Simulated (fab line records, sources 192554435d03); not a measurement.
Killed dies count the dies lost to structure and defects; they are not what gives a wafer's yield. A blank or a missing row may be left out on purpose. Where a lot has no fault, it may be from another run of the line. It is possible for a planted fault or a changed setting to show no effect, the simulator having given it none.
fab line records	flow n5-finfet	part 1 of 2: steps 1 to 23 of 32
record: lots: 5	wafers: 15	last-day: 18
route steps=1938 shown BEOL_M8@1372 BEOL_M9@1401
lots that met no fault: from a run of the same line without faults
start-h: start of the lot's first displayed wafer, in hours after the record's first day	wait-h: hours since the lot's step before	" same as the row above	L1.1+2: one row covering several wafers at once	- no value present, or no start provided	* or withheld: withheld	< > ~ a bound
route shown NAME@n: names a module that has steps shown in the file, with the first one's number in the route	usual: mean/standard deviation taken from wafers without a fault	same: alike in all rows	chamber/n: place in a boat	sites: per-site readings	_std_site: the standard deviation of these	_edge_site: mean of outer sites minus mean of inner sites	radius-mm: for every site, how far away it sits from the centre of the wafer	mask NAME#n: copy n	behind: the tool/chamber that last shaped the wafer	hold: the reason the lot was held/the length of the hold in hours/how it ended	device: names the non-switching transistor (n, p or np)	end of line: the tests these same wafers got at the end of their route	a step with no rows: only its recipe	killed: not the wafer's yield, but the dies lost to structure and defects at the first sort	map: a wafer's dies, x killed, . not, _ none there
set.NAME: the setting as run; set.NAME@STEP: as run at that earlier step	model.NAME: the simulator's own value behind a step, which no gauge read
a table for each step, a row for each wafer; lots at some steps of the route
services: from which hour (start-h, from the record's first day; less than 0 if before it) a tool's chamber was out of use, for how many hours, and why
== steps ==
step: N5_BEOL_M8_STRIP_69
recipe: chemistry: N2/H2	temp-c: 40	n2-flow-sccm: 200	h2-flow-sccm: 200	rf-frequency-hz: 6e+07
lot.wafer	tool	chamber	start-h	wait-h
L077.1+3+4	rie-diel-02	1,0,3	214.14	0.0
L083.1+3+4	rie-diel-06	3,0,2	257.53	0.0
L082.2+3+6	rie-diel-06	1,2,0	260.42	0.0
L092.1+4+6	rie-diel-05	1,0,3	304.88	0.0
L096.1+2+6	rie-diel-02	2,1,0	357.48	0.0
step: N5_BEOL_M8_STRIP_73
recipe: chemistry: N2/H2	temp-c: 40	n2-flow-sccm: 200	h2-flow-sccm: 200	rf-frequency-hz: 6e+07
lot.wafer	tool	chamber	start-h	wait-h
L077.1+3+4	rie-diel-02	1,0,3	214.15	0.0
L083.1+3+4	rie-diel-06	3,0,2	257.54	0.0
L082.2+3+6	rie-diel-06	1,2,0	260.43	0.0
L092.1+4+6	rie-diel-05	1,0,3	304.89	0.0
L096.1+2+6	rie-diel-02	2,1,0	357.49	0.0
step: N5_BEOL_M8_VIA_ETCH_34
recipe: chemistry: C4F6/O2	target: SiCOH_lowk	target-depth-a: 1255	mask-material: SOC	taper-deg: 4	time-s: 50.5	ion-energy-ev: 250	pressure-mtorr: 30	source-w: 345	bias-w: 185	Ar_flow_sccm: 300	C4F6_flow_sccm: 10	O2_flow_sccm: 10
usual: drypump-motor-current-A: 5.9/0.37	oes-product-au: 0.78/0.089	rf-vpp-V: 665/6	showerhead-plenum-p-Torr: 2.79/0.078	throttle-valve-pct: 20.99/0.27
lot.wafer	tool	chamber	start-h	wait-h	drypump-motor-current-A	oes-product-au	rf-hours-counter-h	rf-vpp-V	showerhead-plenum-p-Torr	throttle-valve-pct
L077.1	rie-diel-02	1	214.16	0.0	5.0	0.71	196	663	2.73	20.93
L077.3	"	0	"	"	5.9	0.69	227	659	2.69	21.04
L077.4	"	3	"	"	6.1	0.69	209	660	2.71	21.46
L083.1	rie-diel-06	3	257.55	0.0	6.2	0.73	190	665	2.73	21.07
L083.3	"	0	"	"	5.8	0.88	50	670	2.77	20.80
L083.4	"	2	"	"	5.9	0.89	-	661	2.78	20.51
L082.2	rie-diel-06	1	260.44	0.0	6.0	0.71	194	671	2.82	21.09
L082.3	"	2	"	"	5.9	0.88	42	661	2.78	20.50
L082.6	"	0	"	"	5.8	0.87	-	670	2.77	20.80
L092.1	rie-diel-05	1	304.90	0.0	5.1	0.87	71	667	2.77	20.76
L092.4	"	0	"	"	5.7	0.81	103	660	2.75	20.76
L092.6	"	3	"	"	5.7	0.96	-	655	2.80	20.69
L096.1	rie-diel-02	2	357.50	0.0	6.2	0.69	247	674	2.91	21.40
L096.2	"	1	"	"	5.0	0.67	250	661	2.70	21.02
L096.6	"	0	"	"	5.9	0.91	-	669	3.01	20.68
step: N5_BEOL_M8_STRIP_76
recipe: chemistry: C4F6/O2	resist: SiARC	rf-frequency-hz: 6e+07
lot.wafer	tool	chamber	start-h	wait-h
L077.1+3+4	rie-diel-02	1,0,3	214.20	0.0
L083.1+3+4	rie-diel-06	3,0,2	257.59	0.0
L082.2+3+6	rie-diel-06	1,2,0	260.48	0.0
L092.1+4+6	rie-diel-05	1,0,3	304.94	0.0
L096.1+2+6	rie-diel-02	2,1,0	357.54	0.0
step: N5_BEOL_M8_STRIP_36
recipe: chemistry: N2/H2	power-w: 450	temp-c: 40	pressure-mtorr: 20	rf-frequency-hz: 6e+07	overash-fraction: 0.3	bias-power-w: 7	h2-frac: 0.5	n2-flow-sccm: 200	h2-flow-sccm: 200
usual: drypump-motor-current-A: 5.9/0.37	oes-product-au: 0.78/0.09	rf-vpp-V: 59.1/1.2	showerhead-plenum-p-Torr: 2.48/0.076	throttle-valve-pct: 23.7/0.32
lot.wafer	tool	chamber	start-h	wait-h	drypump-motor-current-A	oes-product-au	rf-hours-counter-h	rf-vpp-V	showerhead-plenum-p-Torr	throttle-valve-pct
L077.1	rie-diel-02	1	214.21	0.0	5.0	0.72	196	58.5	2.42	23.7
L077.3	"	0	"	"	5.9	0.70	227	59.1	2.40	23.9
L077.4	"	3	"	"	6.1	0.71	209	57.7	2.42	24.2
L083.1	rie-diel-06	3	257.60	0.0	6.2	0.74	190	59.2	2.42	23.7
L083.3	"	0	"	"	5.8	0.87	50	59.1	2.47	23.5
L083.4	"	2	"	"	5.9	0.90	-	56.9	2.47	23.1
L082.2	rie-diel-06	1	260.49	0.0	6.0	0.71	194	58.4	2.53	24.2
L082.3	"	2	"	"	5.9	0.88	42	58.9	2.47	23.1
L082.6	"	0	"	"	5.8	0.87	-	56.8	2.47	23.5
L092.1	rie-diel-05	1	304.95	0.0	5.1	0.86	71	59.8	2.48	23.7
L092.4	"	0	"	"	5.6	0.81	103	60.0	2.46	23.5
L092.6	"	3	"	"	5.7	0.96	-	59.9	2.48	23.4
L096.1	rie-diel-02	2	357.55	0.0	6.2	0.69	247	60.6	2.60	24.1
L096.2	"	1	"	"	5.0	0.67	250	58.9	2.40	23.7
L096.6	"	0	"	"	5.9	0.93	-	60.5	2.70	23.6
step: N5_BEOL_M8_TRENCH_ETCH_37
recipe: chemistry: C4F6/O2	target-depth-a: 934.78	target: SiCOH_lowk	time-s: 31.2	ion-energy-ev: 250	pressure-mtorr: 30	source-w: 345	bias-w: 185	Ar_flow_sccm: 300	C4F6_flow_sccm: 10	O2_flow_sccm: 10
usual: drypump-motor-current-A: 5.9/0.37	oes-product-au: 0.78/0.089	rf-vpp-V: 665/6	showerhead-plenum-p-Torr: 2.79/0.078	throttle-valve-pct: 21.02/0.27
lot.wafer	tool	chamber	start-h	wait-h	drypump-motor-current-A	oes-product-au	rf-hours-counter-h	rf-vpp-V	showerhead-plenum-p-Torr	throttle-valve-pct
L077.1	rie-diel-02	1	-	-	5.0	0.71	196	660	2.73	20.96
L077.3	"	0	"	"	5.9	0.70	227	659	2.69	21.08
L077.4	"	3	"	"	6.1	0.71	209	660	2.72	21.49
L083.1	rie-diel-06	3	-	-	6.2	0.73	190	665	2.73	21.11
L083.3	"	0	"	"	5.8	0.87	50	670	2.77	20.82
L083.4	"	2	"	"	5.9	0.89	-	662	2.78	20.52
L082.2	rie-diel-06	1	-	-	6.0	0.71	194	672	2.82	21.13
L082.3	"	2	"	"	5.9	0.89	42	664	2.78	20.52
L082.6	"	0	"	"	5.8	0.87	-	670	2.77	20.84
L092.1	rie-diel-05	1	-	-	5.1	0.85	71	667	2.77	20.78
L092.4	"	0	"	"	5.7	0.80	103	662	2.75	20.78
L092.6	"	3	"	"	5.7	0.95	-	655	2.80	20.70
L096.1	rie-diel-02	2	-	-	6.1	0.70	247	676	2.91	21.44
L096.2	"	1	"	"	5.0	0.68	250	658	2.70	21.06
L096.6	"	0	"	"	5.9	0.93	-	671	3.01	20.74
step: N5_BEOL_M8_ETCH_41
recipe: chemistry: CH3F/O2	target: SiCN	target-depth-a: 319	taper-deg: 2	time-s: 57.8	ion-energy-ev: 120	mask-material: TiN	pressure-mtorr: 30	source-w: 395	bias-w: 75	Ar_flow_sccm: 150	CH3F_flow_sccm: 30	O2_flow_sccm: 20
usual: drypump-motor-current-A: 5.8/0.38	oes-product-au: 0.78/0.09	rf-vpp-V: 296.4/1.5	showerhead-plenum-p-Torr: 1.95/0.058	throttle-valve-pct: 16.41/0.28
lot.wafer	tool	chamber	start-h	wait-h	drypump-motor-current-A	oes-product-au	rf-hours-counter-h	rf-vpp-V	showerhead-plenum-p-Torr	throttle-valve-pct
L077.1	rie-diel-02	1	-	-	5.0	0.72	196	296.6	1.91	16.38
L077.3	"	0	"	"	5.9	0.69	227	296.9	1.89	16.52
L077.4	"	3	"	"	6.1	0.70	209	295.2	1.90	16.89
L083.1	rie-diel-06	3	-	-	6.2	0.74	190	295.6	1.92	16.48
L083.3	"	0	"	"	5.8	0.89	50	296.8	1.95	16.20
L083.4	"	2	"	"	5.9	0.91	-	295.1	1.95	15.91
L082.2	rie-diel-06	1	-	-	6.0	0.72	194	297.0	1.98	16.54
L082.3	"	2	"	"	5.9	0.90	42	296.2	1.95	15.91
L082.6	"	0	"	"	5.8	0.88	-	296.7	1.95	16.20
L092.1	rie-diel-05	1	-	-	5.1	0.86	71	296.1	1.95	16.16
L092.4	"	0	"	"	5.7	0.82	103	295.3	1.93	16.21
L092.6	"	3	"	"	5.7	0.96	-	297.9	1.97	16.04
L096.1	rie-diel-02	2	-	-	6.1	0.70	247	298.7	2.05	16.85
L096.2	"	1	"	"	5.0	0.68	250	295.2	1.89	16.49
L096.6	"	0	"	"	5.9	0.93	-	300.4	2.13	16.09
step: N5_BEOL_M8_STRIP_80
recipe: chemistry: N2/H2	time-s: 10	power-w: 450	temp-c: 40	pressure-mtorr: 20	rf-frequency-hz: 6e+07	bias-power-w: 7	n2-flow-sccm: 200	h2-flow-sccm: 200
usual: drypump-motor-current-A: 5.9/0.37	oes-product-au: 0.78/0.09	rf-vpp-V: 59.0/0.85	showerhead-plenum-p-Torr: 2.48/0.076	throttle-valve-pct: 23.7/0.32
lot.wafer	tool	chamber	start-h	wait-h	drypump-motor-current-A	oes-product-au	rf-hours-counter-h	rf-vpp-V	showerhead-plenum-p-Torr	throttle-valve-pct
L077.1	rie-diel-02	1	-	-	5.1	0.71	196	57.6	2.42	23.7
L077.3	"	0	"	"	5.9	0.70	227	57.1	2.40	23.9
L077.4	"	3	"	"	6.1	0.70	209	60.5	2.42	24.1
L083.1	rie-diel-06	3	-	-	6.2	0.74	190	59.2	2.42	23.7
L083.3	"	0	"	"	5.9	0.87	50	59.3	2.47	23.5
L083.4	"	2	"	"	5.9	0.89	-	59.6	2.47	23.1
L082.2	rie-diel-06	1	-	-	6.0	0.72	194	59.4	2.53	24.2
L082.3	"	2	"	"	5.9	0.90	42	59.5	2.47	23.1
L082.6	"	0	"	"	5.8	0.88	-	57.6	2.47	23.5
L092.1	rie-diel-05	1	-	-	5.1	0.87	71	59.1	2.48	23.7
L092.4	"	0	"	"	5.7	0.80	103	59.1	2.46	23.5
L092.6	"	3	"	"	5.8	0.95	-	60.7	2.48	23.4
L096.1	rie-diel-02	2	-	-	6.2	0.69	247	58.0	2.60	24.1
L096.2	"	1	"	"	5.0	0.67	250	60.9	2.40	23.7
L096.6	"	0	"	"	5.9	0.94	-	58.9	2.70	23.6
step: N5_BEOL_M8_OCD_MEAS_38
usual: trench-depth-nm: 92.8/1.3
lot.wafer	tool	chamber	start-h	wait-h	trench-depth-nm
L077.1	ocd-01	-	214.41	-	92.7
L077.3	"	-	"	"	91.0
L077.4	"	-	"	"	94.1
L083.1	ocd-02	-	257.79	-	92.5
L083.3	"	-	"	"	94.0
L083.4	"	-	"	"	93.7
L082.2	ocd-02	-	260.69	-	92.3
L082.3	"	-	"	"	93.1
L082.6	"	-	"	"	93.6
L092.1	ocd-01	-	305.15	-	92.2
L092.4	"	-	"	"	94.6
L092.6	"	-	"	"	95.0
L096.1	ocd-01	-	357.75	-	91.2
L096.2	"	-	"	"	92.2
L096.6	"	-	"	"	93.1
step: N5_BEOL_M8_HM_STRIP_39
recipe: chemistry: peroxide-tin-strip	material: TiN	target-depth-a: 250	temp-c: 50	time-s: 158
lot.wafer	tool	chamber	start-h	wait-h
L077.1+3+4	wet-bench-03	6,2,7	214.45	0.0
L083.1+3+4	wet-bench-01	7,1,4	257.83	0.0
L082.2+3+6	wet-bench-03	0,5,4	260.72	0.0
L092.1+4+6	wet-bench-03	1,0,7	305.18	0.0
L096.1+2+6	wet-bench-05	6,5,4	357.79	0.0
step: N5_BEOL_M8_SRD_40
recipe: time-s: 30	temp-c: 23	rinse-liquid: diw	dry: ipa-marangoni
lot.wafer	tool	chamber	start-h	wait-h
L077.1+3+4	wet-bench-03	6,2,7	214.50	0.0
L083.1+3+4	wet-bench-01	7,1,4	257.87	0.0
L082.2+3+6	wet-bench-03	0,5,4	260.76	0.0
L092.1+4+6	wet-bench-03	1,0,7	305.23	0.0
L096.1+2+6	wet-bench-05	6,5,4	357.83	0.0
step: N5_BEOL_M8_PRECLEAN_42
recipe: chemistry: residue-remover	time-s: 60	temp-c: 40
lot.wafer	tool	chamber	start-h	wait-h
L077.1+3+4	wet-bench-03	6,2,7	214.52	0.0
L083.1+3+4	wet-bench-01	7,1,4	257.89	0.0
L082.2+3+6	wet-bench-03	0,5,4	260.78	0.0
L092.1+4+6	wet-bench-03	1,0,7	305.24	0.0
L096.1+2+6	wet-bench-05	6,5,4	357.85	0.0
step: N5_BEOL_M8_SRD_43
recipe: time-s: 30	temp-c: 23	rinse-liquid: diw	dry: ipa-marangoni
lot.wafer	tool	chamber	start-h	wait-h
L077.1+3+4	wet-bench-03	6,2,7	214.53	0.0
L083.1+3+4	wet-bench-01	7,1,4	257.91	0.0
L082.2+3+6	wet-bench-03	0,5,4	260.80	0.0
L092.1+4+6	wet-bench-03	1,0,7	305.26	0.0
L096.1+2+6	wet-bench-05	6,5,4	357.87	0.0
step: N5_BEOL_M8_CD_MEAS_35
recipe: target-cd-nm: 40	polarity: opening
usual: cd-nm: 39.9/0.52
lot.wafer	tool	chamber	start-h	wait-h	cd-nm
L077.1	cd-sem-01	-	214.57	0.0	40.3
L077.3	"	-	"	"	40.8
L077.4	"	-	"	"	40.3
L083.1	cd-sem-02	-	257.95	0.0	39.5
L083.3	"	-	"	"	40.1
L083.4	"	-	"	"	39.4
L082.2	cd-sem-03	-	260.84	0.0	40.2
L082.3	"	-	"	"	39.8
L082.6	"	-	"	"	39.2
L092.1	cd-sem-02	-	305.30	0.0	40.3
L092.4	"	-	"	"	39.9
L092.6	"	-	"	"	40.0
L096.1	cd-sem-01	-	357.91	0.0	40.3
L096.2	"	-	"	"	40.2
L096.6	"	-	"	"	40.9
step: N5_BEOL_M8_CURE_75
recipe: temp-c: 370	time-s: 120	ambient: DMADMS/He	material: SiCOH_lowk
usual: lamp-power-pct: 52.31/0.06	wafer_temp_C_max: 371.8/0.53
lot.wafer	tool	chamber	start-h	wait-h	lamp-power-pct	wafer_temp_C_max
L077.1	uv-cure-03	2	214.70	0.1	52.28	371.6
L077.3	"	2	"	"	52.37	371.7
L077.4	"	2	"	"	52.28	371.8
L083.1	uv-cure-03	1	257.99	0.0	52.42	372.7
L083.3	"	1	"	"	52.25	371.7
L083.4	"	1	"	"	52.35	371.7
L082.2	uv-cure-01	2	260.97	0.1	52.24	371.8
L082.3	"	2	"	"	52.24	371.8
L082.6	"	2	"	"	52.34	372.2
L092.1	uv-cure-03	0	305.34	0.0	52.22	371.9
L092.4	"	0	"	"	52.32	371.7
L092.6	"	0	"	"	52.37	371.6
L096.1	uv-cure-01	2	357.95	0.0	52.31	372.2
L096.2	"	2	"	"	52.31	372.3
L096.6	"	2	"	"	52.36	372.2
step: N5_BEOL_M8_DEGAS_44
recipe: ambient: vacuum	temp-c: 250	time-s: 60
usual: heater-power-w: 330/35
lot.wafer	tool	chamber	start-h	wait-h	heater-power-w
L077.1	pvd-sputter-01	-	215.35	0.6	321
L077.3	"	-	"	"	387
L077.4	"	-	"	"	345
L083.1	pvd-sputter-01	-	258.41	0.4	398
L083.3	"	-	"	"	348
L083.4	"	-	"	"	338
L082.2	pvd-sputter-02	-	261.24	0.2	292
L082.3	"	-	"	"	318
L082.6	"	-	"	"	303
L092.1	pvd-sputter-03	-	305.84	0.4	361
L092.4	"	-	"	"	339
L092.6	"	-	"	"	335
L096.1	pvd-sputter-02	-	358.32	0.3	299
L096.2	"	-	"	"	301
L096.6	"	-	"	"	299
step: N5_BEOL_M8_PRE_CLEAN_45
recipe: gas: H2/He	time-s: 30	temp-c: 250
usual: heater-power-w: 329/36
lot.wafer	tool	chamber	start-h	wait-h	heater-power-w
L077.1	pvd-sputter-01	-	215.39	0.0	314
L077.3	"	-	"	"	390
L077.4	"	-	"	"	351
L083.1	pvd-sputter-01	-	258.45	0.0	403
L083.3	"	-	"	"	344
L083.4	"	-	"	"	333
L082.2	pvd-sputter-02	-	261.28	0.0	295
L082.3	"	-	"	"	304
L082.6	"	-	"	"	298
L092.1	pvd-sputter-03	-	305.88	0.0	352
L092.4	"	-	"	"	335
L092.6	"	-	"	"	340
L096.1	pvd-sputter-02	-	358.36	0.0	295
L096.2	"	-	"	"	291
L096.6	"	-	"	"	294
step: N5_BEOL_M8_ALD_77
recipe: material: TaN	target-thk-a: 20	temp-c: 275	ald-precursor-family: PDMAT	ald-co-reactant: NH3	pressure-torr: 3	carrier-flow-sccm: 1500	pulse-time-s: 2	purge-time-s: 3	co-reactant-purge-time-s: 2	co-reactant-pulse-time-s: 3	ald-cycles: 40	precursor-vessel-temp-c: 75	precursor-vessel-pressure-torr: 26.25	precursor-vessel-carrier-sccm: 1000
usual: heater-power-w: 437/34
same: co-reactant-purge-time-s: 2
lot.wafer	tool	chamber	start-h	wait-h	heater-power-w
L077.1	ald-metal-03	2	215.51	0.1	444
L077.3	"	3	"	"	390
L077.4	"	1	"	"	482
L083.1	ald-metal-02	0	258.74	0.3	449
L083.3	"	1	"	"	384
L083.4	"	3	"	"	433
L082.2	ald-metal-04	3	261.44	0.1	394
L082.3	"	0	"	"	435
L082.6	"	2	"	"	421
L092.1	ald-metal-03	3	305.98	0.1	377
L092.4	"	1	"	"	475
L092.6	"	3	"	"	381
L096.1	ald-metal-03	2	358.42	0.0	451
L096.2	"	1	"	"	488
L096.6	"	2	"	"	452
step: N5_BEOL_M8_SURFACE_TREAT_79
recipe: gas: Ar	time-s: *	ion-energy-ev: *	ion-current-ma-cm2: 0.5	pressure-mtorr: *	ar-flow-sccm: 30
usual: throttle-valve-pct: *
lot.wafer	tool	chamber	start-h	wait-h	throttle-valve-pct
L077.1	pvd-sputter-01	-	215.81	0.2	*
L077.3	"	-	"	"	*
L077.4	"	-	"	"	*
L083.1	pvd-sputter-02	-	260.22	1.3	*
L083.3	"	-	"	"	*
L083.4	"	-	"	"	*
L082.2	pvd-sputter-03	-	261.80	0.2	*
L082.3	"	-	"	"	*
L082.6	"	-	"	"	*
L092.1	pvd-sputter-01	-	306.56	0.5	*
L092.4	"	-	"	"	*
L092.6	"	-	"	"	*
L096.1	pvd-sputter-03	-	358.70	0.2	*
L096.2	"	-	"	"	*
L096.6	"	-	"	"	*
step: N5_BEOL_M8_CVD_78
recipe: material: Co	target-thk-a: 20	temp-c: withheld	precursor: CCTBA/H2	pressure-torr: 30	time-s: 142.3
lot.wafer	tool	chamber	start-h	wait-h
L077.1+3+4	cvd-co-01	2,1,0	215.88	0.0
L083.1+3+4	cvd-co-01	1,0,0	260.30	0.1
L082.2+3+6	cvd-co-02	1,0,1	262.15	0.3
L092.1+4+6	cvd-co-01	1,2,0	306.86	0.3
L096.1+2+6	cvd-co-01	1,2,1	358.99	0.3
step: N5_BEOL_M8_SPUTTER_48
recipe: material: Cu	target-thk-a: 100	temp-c: -20	bias-v: 60	power-w: 26000	chamber-pressure-pa: 0.13	time-s: 1.667
usual: chuck-gas-flow-sccm: 1.27/0.054	throttle-valve-pct: 29.7/0.93
lot.wafer	tool	chamber	start-h	wait-h	chuck-gas-flow-sccm	throttle-valve-pct
L077.1	pvd-sputter-01	-	216.06	0.1	1.21	28.9
L077.3	"	-	"	"	1.28	28.7
L077.4	"	-	"	"	1.19	30.4
L083.1	pvd-sputter-01	-	260.45	0.1	1.29	30.4
L083.3	"	-	"	"	1.28	28.7
L083.4	"	-	"	"	1.39	29.0
L082.2	pvd-sputter-03	-	262.29	0.1	1.19	30.8
L082.3	"	-	"	"	1.26	28.7
L082.6	"	-	"	"	1.23	30.8
L092.1	pvd-sputter-02	-	306.98	0.1	1.32	29.7
L092.4	"	-	"	"	1.20	30.8
L092.6	"	-	"	"	1.35	30.0
L096.1	pvd-sputter-01	-	359.33	0.3	1.32	30.1
L096.2	"	-	"	"	1.28	30.1
L096.6	"	-	"	"	1.27	30.3
step: N5_BEOL_M8_ECD_50
recipe: material: Cu	target-thk-a: 3000
lot.wafer	tool	chamber	start-h	wait-h
L077.1+3+4	ecd-cu-01	0,0,1	216.19	0.1
L083.1+3+4	ecd-cu-02	1,1,0	260.57	0.1
L082.2+3+6	ecd-cu-01	1	262.41	0.1
L092.1+4+6	ecd-cu-01	1,0,1	307.12	0.1
L096.1+2+6	ecd-cu-01	0,1,0	359.46	0.1
step: N5_BEOL_M8_ANNEAL_51
recipe: temp-c: 225	time-s: 90	ambient: N2
usual: wafer_temp_C_max: 225.9/0.35
lot.wafer	tool	chamber	start-h	wait-h	wafer_temp_C_max
L077.1	rtp-anneal-02	0	216.52	0.3	225.8
L077.3	"	0	"	"	225.9
L077.4	"	0	"	"	225.9
L083.1	rtp-anneal-01	0	260.67	0.1	226.4
L083.3	"	0	"	"	226.2
L083.4	"	0	"	"	226.4
L082.2	rtp-anneal-02	0	262.93	0.5	225.8
L082.3	"	0	"	"	225.8
L082.6	"	0	"	"	225.7
L092.1	rtp-anneal-02	0	307.88	0.7	225.5
L092.4	"	0	"	"	225.3
L092.6	"	0	"	"	225.5
L096.1	rtp-anneal-02	0	360.36	0.9	225.6
L096.2	"	0	"	"	226.0
L096.6	"	0	"	"	226.3
